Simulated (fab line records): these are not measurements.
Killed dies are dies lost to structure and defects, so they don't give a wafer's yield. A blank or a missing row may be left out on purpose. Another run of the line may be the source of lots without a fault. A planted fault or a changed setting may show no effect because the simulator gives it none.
Problem report, 8D (eight disciplines) form, completed by code ; flow nandHarc ; the parts of the form that need people (team, actions taken, sign-off) are left out

== 1. THE ISSUE ==
Wafers without a fault read 1000 nm, standard deviation 10; thkNm at NHARC_A_ONON_D2_THK_MEAS_27 reads a mean of 445 nm on 6 wafers belonging to 2 lots. Measured from the usual mean, that is -55 standard deviations.
The step: measures by ellipsometry.
First observed at day 16 11:16: wafer L769.2, on filmMetro-02. The record holds 36 wafers of 12 lots with a number at this step. By rule, "out" or "out of limits" means more than 4 standard deviations away from the usual mean. Any other wafer with a number is counted as sound.

== 2. WHAT IT IS, AND WHAT IT ISN'T ==
question;is;is not
which readings at this step;thkNm;-
which lots;L769, L770;L761, L762, L763, L774, L776, L777, L778, L780, L782, L783
which wafers of those lots;all that have a number;-
read on which gauges;filmMetro-01, filmMetro-02;-
when;from day 16 11:16;"up to then (9 sound wafers); but 21 sound wafers of L774, L776, L777, L778, L780, L782, L783 came after"

== 3. THE SUSPECTS, EACH WITH WHAT RULES IT OUT ==
Counting: a tool stays on the suspect list if, at a process step up to the reading, it processed all lots that are out and no sound lot following the first of them.
- the gauge at NHARC_A_ONON_D2_THK_MEAS_27 is ruled out. Those wafers that are out were read across 2 gauges (filmMetro-01, filmMetro-02).
- rieSi-01 at NHARC_A_DECK1_JOINT_ETCHBACK_00 (etches the open film in HBr, target depth 30 nm, time 17.4 s): ruled out as a lasting fault. Following L769 (day 15 00:47), the first lot on it that is out, the sound lots L774, L776, L783 were run on it.
- pecvdOnon-03 at NHARC_A_ONON_D2_DEP_25 (target thk 1000 nm): ruled out as a lasting fault. Following L769 (day 16 10:49), the first lot on it that is out, the sound lots L776, L778, L783 were run on it.
Left after counting: nothing in the record.

== 4. THE CAUSE (what the simulator had put in) ==
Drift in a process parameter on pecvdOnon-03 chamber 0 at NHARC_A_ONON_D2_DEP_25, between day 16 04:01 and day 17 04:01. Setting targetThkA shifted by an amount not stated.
Counting ruled it out, wrongly: the rule takes a fault to strike every lot that its tool runs from its start on, and this one did not.

== 5. THE EFFECT CHAIN, in route order ==
Each row: a reading where the mean over the struck wafers with a number is more than 3 standard deviations away from the usual. Readings are gone through only where the record gives a usual standard deviation; hours: the median, over the lots, of the time from a lot's start at the first step in this table giving one to that lot's start at this step; sigmas: the change measured in usual standard deviations.
hours;step;reading;usual;on struck wafers;change;sigmas
0;NHARC_A_ONON_D2_THK_MEAS_27;thkNm;1000 nm;445;-555;-55
290;NHARC_END_SORT_01;killedAtArray;53;672;+619;+34
290;NHARC_END_SORT_01;killedDies;58;677;+619;+34

== 6. WHAT WOULD HAVE CAUGHT IT SOONER ==
Counted from the fault's start at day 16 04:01, it took 7 hours until the first out-of-limits reading at a measuring or inspecting step in this record, taken at day 16 11:16.
An alarm limit of 4 standard deviations would not have fired on the tool readings at NHARC_A_ONON_D2_DEP_25 for which the record gives a usual standard deviation, since none of them was out on any struck wafer.
